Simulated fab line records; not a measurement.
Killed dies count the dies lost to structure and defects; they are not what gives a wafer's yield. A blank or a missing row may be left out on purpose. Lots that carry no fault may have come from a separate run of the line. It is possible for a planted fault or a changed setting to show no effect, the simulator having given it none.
Which of the tools did it?	flow n5-finfet	22 wafers from 8 lots sampled at 5 of the route's 1938 steps

## WHAT THE GAUGES READ, wafer by wafer
N5_BEOL_M4_RC_MEAS_101.
lot	measured	on	ION_P (uA/um)
L590	day 8 21:31	prober-02	470 478 479
L591	day 9 13:37	prober-01	491 469
L592	day 9 16:40	prober-01	472 460 486
L598	day 10 22:28	prober-02	438 462 463
L600	day 11 14:47	prober-01	440 459
L602	day 11 23:56	prober-01	468 469 474
L606	day 13 03:20	prober-01	475 468 468
L607	day 13 03:29	prober-02	467 480 471

## TOOL THAT RAN EACH LOT (tool first, then ch and the chambers of the sampled wafers, then the start)
lot	N5_SD_EPI_P_ETCH_37	N5_SD_EPI_P_ETCHBACK_46	N5_SD_EPI_P_SD_RECESS_17	N5_SD_EPI_P_STRIP_40
L590	rie-diel-05 ch 0,1, day 4 12:06	rie-diel-05 ch 0,1, day 4 12:25	rie-si-05 ch 0,2, day 4 12:41	plasma-asher-01 ch 0,1, day 4 12:50
L591	rie-diel-04 ch 2,3, day 4 16:32	rie-diel-04 ch 2,3, day 4 16:52	rie-si-05 ch 0,1, day 4 17:08	plasma-asher-02 ch 0,1, day 4 17:17
L592	rie-diel-04 ch 1,2,3, day 4 23:50	rie-diel-04 ch 1,2,3, day 5 00:10	rie-si-06 ch 1,2,3, day 5 00:26	plasma-asher-02 ch 0,1, day 5 00:35
L598	rie-diel-04 ch 0,1,2, day 6 11:11	rie-diel-04 ch 0,1,2, day 6 11:30	rie-si-05 ch 1,2,3, day 6 11:46	plasma-asher-02 ch 0,1, day 6 11:55
L600	rie-diel-02 ch 0,3, day 6 20:17	rie-diel-02 ch 0,3, day 6 20:31	rie-si-05 ch 2,3, day 6 20:46	plasma-asher-01 ch 1, day 6 20:55
L602	rie-diel-04 ch 2,3, day 7 11:58	rie-diel-04 ch 2,3, day 7 12:17	rie-si-04 ch 0,1,3, day 7 12:34	plasma-asher-02 ch 0,1, day 7 12:44
L606	rie-diel-04 ch 0,1, day 8 06:58	rie-diel-04 ch 0,1, day 8 07:17	rie-si-04 ch 0,1, day 8 07:34	plasma-asher-02 ch 0,1, day 8 07:42
L607	rie-diel-04 ch 0,1,3, day 8 12:21	rie-diel-04 ch 0,1,3, day 8 12:40	rie-si-04 ch 0,1,2, day 8 12:56	plasma-asher-01 ch 0,1, day 8 13:05
- N5_SD_EPI_P_ETCH_37: etches SOC in N2/H2, overetch 108 nm, time 486 s.
- N5_SD_EPI_P_ETCHBACK_46: etches SiNx in CH3F/O2, stops on SiO2, target depth 17.5 nm.
- N5_SD_EPI_P_SD_RECESS_17: chemistry HBr/Cl2/O2, target depth 39.1 nm, bt time 3 s.
- N5_SD_EPI_P_STRIP_40: strips in N2/H2.

## THE ANSWER, worked out from the rows above alone
Rule: the lots themselves supply what counts as usual. The widest of any qualifying gaps counts: lots, ordered by their means at a reading, are off when they make up no more than a third of the lots, leave a main group of 4 or more, and stand apart from it by 3 or more times the standard deviation of that group's means. If all means in a main group match to the digits the tables above print for the reading, that group is not used. A lot without any number at a reading at which 4 lots or more have one is off too. Where the step has rows for the other lots, those lots are counted as sound.
Off: L598, L600, seen at N5_BEOL_M4_RC_MEAS_101 (ION_P). The main group: mean 474 uA/um, standard deviation 3.4.
If a tool, at a process step before that reading, ran all the lots that are off and no sound lot after the first of them, it fits. Gauges at N5_BEOL_M4_RC_MEAS_101: tried the same way as those tools. One fits: N5_SD_EPI_P_SD_RECESS_17 on rie-si-05. Its last sound lot is L591 (day 4 17:08), its first lot that is off L598 (day 6 11:46): a fault that began between those two fits.

## WHAT THE SIMULATOR HAD INSERTED
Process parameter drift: rie-si-05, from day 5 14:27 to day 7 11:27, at N5_SD_EPI_P_SD_RECESS_17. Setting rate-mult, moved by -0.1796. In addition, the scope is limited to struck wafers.
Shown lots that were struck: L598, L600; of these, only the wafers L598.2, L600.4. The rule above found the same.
